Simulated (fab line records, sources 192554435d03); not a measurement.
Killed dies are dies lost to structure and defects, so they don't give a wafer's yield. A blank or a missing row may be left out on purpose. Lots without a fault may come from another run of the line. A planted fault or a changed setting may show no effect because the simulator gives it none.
fab line records | flow n5_finfet
record lots=11 wafers=33 last_day=18
route steps=1938 shown BEOL_M6@1194
lots that met no fault: from a run of the same line without faults
start_h: hours from the record's first day to the start of the lot's first wafer shown | wait_h: hours since the lot's step before | " the same as in the row above | L1.1+2: a row that stands for several wafers | - no value, or no start given | * or withheld: withheld | < > ~ a bound
route shown NAME@n: a module of which the file shows steps, and the number in the route of the first | usual: mean/standard deviation of fault-free wafers | same: alike in all rows | chamber/n: place in a boat | sites: the reading at each site | _std_site: their standard deviation | _edge_site: outer sites' mean less inner sites' | radius_mm: how far each site lies from the wafer's centre | mask NAME#n: copy n | behind: the tool/chamber that last shaped the wafer | hold: why the lot was held/for how many hours/how that ended | device: the transistor (n, p or np) that didn't switch | end of line: the same wafers' tests at the end of the route | a step without rows: its recipe alone | killed: dies lost to structure and defects at the first sort, not the wafer's yield | map: a wafer's dies, x killed, . not, _ none there
set.NAME: the setting as run; set.NAME@STEP: as run at that earlier step | model.NAME: the simulator's own value behind a step, which no gauge read
steps of the route over a sample of lots; a table a step, a row a wafer
services: from which hour (start_h, from the record's first day; less than 0 if before it) a tool's chamber was out of use, for how many hours, and why
## steps
# step N5_BEOL_M6_ILD_DEP_00
# recipe material=SiCOH_lowk target_thk_a=1797.5 temp_c=300 precursor=DEMS/porogen pressure_torr=5 rf_w=500 time_s=33.4
# usual heater_power_outer_w=148/35 heater_power_w=320/58 showerhead_plenum_p_Torr=5.728/0.015 susceptor_temp_C=299.99/0.18 throttle_valve_pct=13.8/0.91
# columns lot.wafer tool chamber start_h wait_h heater_power_outer_w heater_power_w showerhead_plenum_p_Torr susceptor_temp_C throttle_valve_pct
L775.3 pecvd-01 2 173.46 0.0 232 457 5.733 300.03 14.1
L775.5 " 2 " " 236 454 5.723 299.99 14.1
L775.6 " 1 " " 156 342 5.713 300.14 14.0
L777.1 pecvd-01 1 192.15 0.0 174 361 5.722 300.00 13.9
L777.4 " 1 " " 175 362 5.714 299.89 13.9
L777.5 " 1 " " 179 371 5.710 300.05 13.9
L778.1 pecvd-04 1 197.42 0.0 130 267 5.741 300.15 12.9
L778.4 " 0 " " 130 320 5.725 299.92 15.9
L778.6 " 1 " " 132 277 5.738 300.28 13.1
L789.2 pecvd-04 1 280.60 0.0 127 265 5.740 299.94 13.3
L789.4 " 1 " " 131 266 5.753 299.95 13.3
L789.5 " 2 " " 168 330 5.715 299.94 13.2
L791.3 pecvd-04 1 284.69 0.0 150 298 5.760 299.95 13.1
L791.4 " 1 " " 152 288 5.744 299.87 13.0
L791.6 " 2 " " 157 334 5.738 300.15 13.3
L790.1 pecvd-04 1 286.56 0.0 112 245 5.753 300.05 13.0
L790.5 " 1 " " 119 248 5.747 299.91 13.0
L790.6 " 0 " " 106 281 5.717 300.04 16.2
L792.1 pecvd-02 1 290.32 0.0 125 297 5.739 300.19 13.6
L792.5 " 0 " " 125 281 5.757 300.00 14.3
L792.6 " 2 " " 100 237 5.755 300.06 12.9
L794.1 pecvd-01 1 300.88 0.0 157 345 5.701 299.82 13.9
L794.4 " 2 " " 207 429 5.717 300.09 14.0
L794.6 " 0 " " 133 283 5.712 300.15 13.6
L793.1 pecvd-04 1 310.08 0.0 151 302 5.751 300.15 13.2
L793.3 " 2 " " 170 357 5.733 300.23 13.1
L793.4 " 0 " " 115 297 5.721 299.76 15.7
L796.3 pecvd-04 1 319.36 0.0 140 282 5.747 300.05 13.2
L796.5 " 1 " " 144 279 5.739 300.12 13.3
L796.6 " 2 " " 137 312 5.729 299.73 13.2
L797.1 pecvd-01 1 331.19 0.0 166 352 5.711 299.82 14.0
L797.4 " 2 " " 223 447 5.731 300.21 14.4
L797.5 " 0 " " 125 274 5.705 300.08 13.4
# step N5_BEOL_M6_EXPOSE_25
# recipe mask_id=V5 na=0.33 source_shape=annular sigma_inner=0.4 sigma_outer=0.8 polarization=unpolarized target_cd_nm=40 dose_mj=45
# same sigma_inner=0.4 sigma_outer=0.8
# columns lot.wafer tool chamber start_h wait_h mask
L775.3+5+6 euv_scanner-02 0 176.53 - V5#0
L777.1+4+5 euv_scanner-02 0 195.18 - V5#0
L778.1+4+6 euv_scanner-02 0 203.75 - V5#0
L789.2+4+5 euv_scanner-01 0 288.33 - V5#0
L791.3+4+6 euv_scanner-01 0 288.72 - V5#0
L790.1+5+6 euv_scanner-02 0 291.07 - V5#0
L792.1+5+6 euv_scanner-02 0 294.23 - V5#0
L794.1+4+6 euv_scanner-01 0 303.73 - V5#0
L793.1+3+4 euv_scanner-02 0 313.91 - V5#0
L796.3+5+6 euv_scanner-02 0 328.22 - V5#0
L797.1+4+5 euv_scanner-02 0 335.90 - V5#0
# step N5_BEOL_M6_CD_MEAS_28
# recipe target_cd_nm=40 landing_energy_ev=500 detector=se_inlens
# usual cd_nm=40.01/0.3
# columns lot.wafer tool chamber start_h wait_h cd_nm
L775.3 cd_sem-02 0 176.65 - 40.05
L775.5 " 0 " " 39.83
L775.6 " 0 " " 39.86
L777.1 cd_sem-02 0 195.31 - 40.29
L777.4 " 0 " " 40.26
L777.5 " 0 " " 40.26
L778.1 cd_sem-02 0 203.88 - 40.46
L778.4 " 0 " " 41.05
L778.6 " 0 " " 40.84
L789.2 cd_sem-01 0 288.46 - 40.02
L789.4 " 0 " " 40.56
L789.5 " 0 " " 40.21
L791.3 cd_sem-02 0 288.84 - 40.32
L791.4 " 0 " " 40.72
L791.6 " 0 " " 40.12
L790.1 cd_sem-01 0 291.20 - 39.35
L790.5 " 0 " " 39.68
L790.6 " 0 " " 39.59
L792.1 cd_sem-03 0 294.36 - 40.13
L792.5 " 0 " " 39.80
L792.6 " 0 " " 39.93
L794.1 cd_sem-03 0 303.86 - 39.91
L794.4 " 0 " " 40.43
L794.6 " 0 " " 40.31
L793.1 cd_sem-03 0 314.05 - 40.06
L793.3 " 0 " " 40.00
L793.4 " 0 " " 39.66
L796.3 cd_sem-02 0 328.34 - 40.14
L796.5 " 0 " " 40.14
L796.6 " 0 " " 40.49
L797.1 cd_sem-01 0 336.04 - 40.22
L797.4 " 0 " " 39.78
L797.5 " 0 " " 40.31
# step N5_BEOL_M6_OVL_MEAS_29
# recipe points_per_wafer=522
# usual V5_OVL=0.1/0.87
# columns lot.wafer tool chamber start_h wait_h V5_OVL[nm]
L775.3 overlay-01 0 176.69 0.0 1.6
L775.5 " 0 " " 2.1
L775.6 " 0 " " 0.6
L777.1 overlay-01 0 195.35 0.0 -0.5
L777.4 " 0 " " 0.1
L777.5 " 0 " " -0.5
L778.1 overlay-01 0 203.91 0.0 1.6
L778.4 " 0 " " 0.2
L778.6 " 0 " " 1.2
L789.2 overlay-02 0 288.50 0.0 0.1
L789.4 " 0 " " 1.2
L789.5 " 0 " " -0.2
L791.3 overlay-01 0 288.88 0.0 -1.8
L791.4 " 0 " " -1.3
L791.6 " 0 " " -1.0
L790.1 overlay-01 0 291.23 0.0 -1.0
L790.5 " 0 " " 0.7
L790.6 " 0 " " 0.4
L792.1 overlay-02 0 294.40 0.0 0.1
L792.5 " 0 " " 0.1
L792.6 " 0 " " -0.6
L794.1 overlay-02 0 303.89 0.0 0.1
L794.4 " 0 " " -0.4
L794.6 " 0 " " -0.6
L793.1 overlay-01 0 314.08 0.0 -1.0
L793.3 " 0 " " 0.8
L793.4 " 0 " " -0.3
L796.3 overlay-01 0 328.38 0.0 -0.3
L796.5 " 0 " " 1.9
L796.6 " 0 " " 0.8
L797.1 overlay-02 0 336.07 0.0 1.6
L797.4 " 0 " " 2.3
L797.5 " 0 " " 2.0
# step N5_BEOL_M6_STRIP_80
# recipe chemistry=N2/H2 time_s=10 power_w=450 temp_c=40 pressure_mtorr=20 rf_frequency_hz=6e+07 bias_power_w=7 n2_flow_sccm=200 h2_flow_sccm=200
# usual drypump_motor_current_A=5.7/0.43 oes_product_au=0.79/0.11 rf_vpp_V=59.0/0.91 showerhead_plenum_p_Torr=2.51/0.1 throttle_valve_pct=23.5/0.39
# columns lot.wafer tool chamber start_h wait_h drypump_motor_current_A oes_product_au rf_hours_counter_h rf_vpp_V showerhead_plenum_p_Torr throttle_valve_pct
L775.3 rie_diel-05 2 - - 5.1 0.71 208 59.6 2.63 23.5
L775.5 " 1 " " 6.1 0.87 - 58.6 2.50 23.6
L775.6 " 2 " " 5.1 0.71 - 60.2 2.63 23.5
L777.1 rie_diel-05 0 - - 5.7 0.67 253 58.8 2.37 23.5
L777.4 " 1 " " 6.1 0.85 - 57.3 2.50 23.6
L777.5 " 0 " " 5.7 0.66 - 58.2 2.37 23.5
L778.1 rie_diel-06 2 - - 5.5 0.69 206 58.8 2.43 24.0
L778.4 " 3 " " 6.5 0.85 - 58.6 2.47 23.6
L778.6 " 2 " " 5.5 0.68 - 57.2 2.43 24.0
L789.2 rie_diel-06 0 - - 6.6 0.89 20 58.9 2.46 23.3
L789.4 " 2 " " 5.4 0.65 240 58.0 2.42 24.1
L789.5 " 1 " " 6.0 0.95 - 58.9 2.48 23.5
L791.3 rie_diel-04 3 - - 5.4 0.83 76 58.8 2.46 23.0
L791.4 " 1 " " 5.2 0.67 227 59.4 2.41 23.1
L791.6 " 0 " " 5.6 0.91 - 60.4 2.71 23.6
L790.1 rie_diel-06 3 - - 6.5 0.80 96 57.4 2.46 23.7
L790.5 " 2 " " 5.4 0.66 - 58.5 2.42 24.1
L790.6 " 3 " " 6.5 0.81 - 59.5 2.46 23.6
L792.1 rie_diel-06 3 - - 6.5 0.81 97 58.8 2.46 23.6
L792.5 " 3 " " 6.5 0.80 - 59.4 2.46 23.7
L792.6 " 0 " " 6.7 0.90 - 59.1 2.46 23.3
L794.1 rie_diel-04 1 - - 5.2 0.67 233 58.9 2.41 23.0
L794.4 " 0 " " 5.7 0.89 - 60.4 2.71 23.6
L794.6 " 3 " " 5.4 0.82 - 60.1 2.46 23.0
L793.1 rie_diel-05 0 - - 5.7 0.84 35 59.2 2.67 23.1
L793.3 " 2 " " 5.1 0.98 1 60.3 2.61 23.2
L793.4 " 1 " " 6.1 0.79 97 57.5 2.48 23.7
L796.3 rie_diel-05 2 - - 5.1 0.95 6 59.0 2.61 23.2
L796.5 " 1 " " 6.1 0.79 - 58.7 2.48 23.7
L796.6 " 0 " " 5.7 0.84 - 59.6 2.67 23.1
L797.1 rie_diel-04 2 - - 5.8 0.69 232 59.5 2.62 24.0
L797.4 " 1 " " 5.2 0.66 245 58.9 2.40 23.1
L797.5 " 1 " " 5.2 0.66 - 58.6 2.40 23.1
## services
# columns tool chamber start_h hours kind
euv_scanner-01 - 150.64 1.0 pm
euv_scanner-01 - 175.46 4.6 pm
rie_diel-05 1 183.09 9.7 repair
euv_scanner-02 - 183.49 1.0 pm
pecvd-01 2 185.92 28.9 repair
euv_scanner-02 - 193.67 0.5 repair
euv_scanner-02 - 204.32 4.6 pm
euv_scanner-01 - 208.91 1.0 pm
rie_diel-05 3 209.61 4.5 repair
rie_diel-05 0 223.81 5.5 repair
euv_scanner-01 - 236.38 5.8 pm
euv_scanner-02 - 242.16 1.0 pm
euv_scanner-02 - 251.95 6.2 pm
euv_scanner-01 - 258.46 1.8 repair
euv_scanner-01 - 262.94 1.0 pm
rie_diel-04 - 266.81 2.4 repair
rie_diel-06 - 267.21 0.6 repair
rie_diel-06 - 275.37 4.3 pm
pecvd-01 - 283.28 4.3 pm
rie_diel-06 2 294.86 13.9 repair
euv_scanner-02 - 295.79 1.0 pm
rie_diel-04 2 302.94 7.1 repair
rie_diel-04 2 310.68 4.4 repair
euv_scanner-01 - 315.20 0.2 repair
## key
first_sign step=N5_BEOL_M6_CD_MEAS_28 reading=cd_nm direction=up sigmas=3.1 usual=40.01 struck=40.94
effect none on later readings
met_at N5_BEOL_M6_EXPOSE_25
struck_lots L778
struck_wafers L778.4,L778.6
not_acting_at N5_BEOL_M6_ILD_DEP_00,N5_BEOL_M6_OVL_MEAS_29,N5_BEOL_M6_STRIP_80
onset_between 195.18 203.75
fault kind=process_parameter_drift tool=euv_scanner-02 chamber=- onset_h=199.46 steps=N5_BEOL_M6_EXPOSE_25 channel=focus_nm offset=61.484 shape=step end_h=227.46 scope=struck_wafers_only
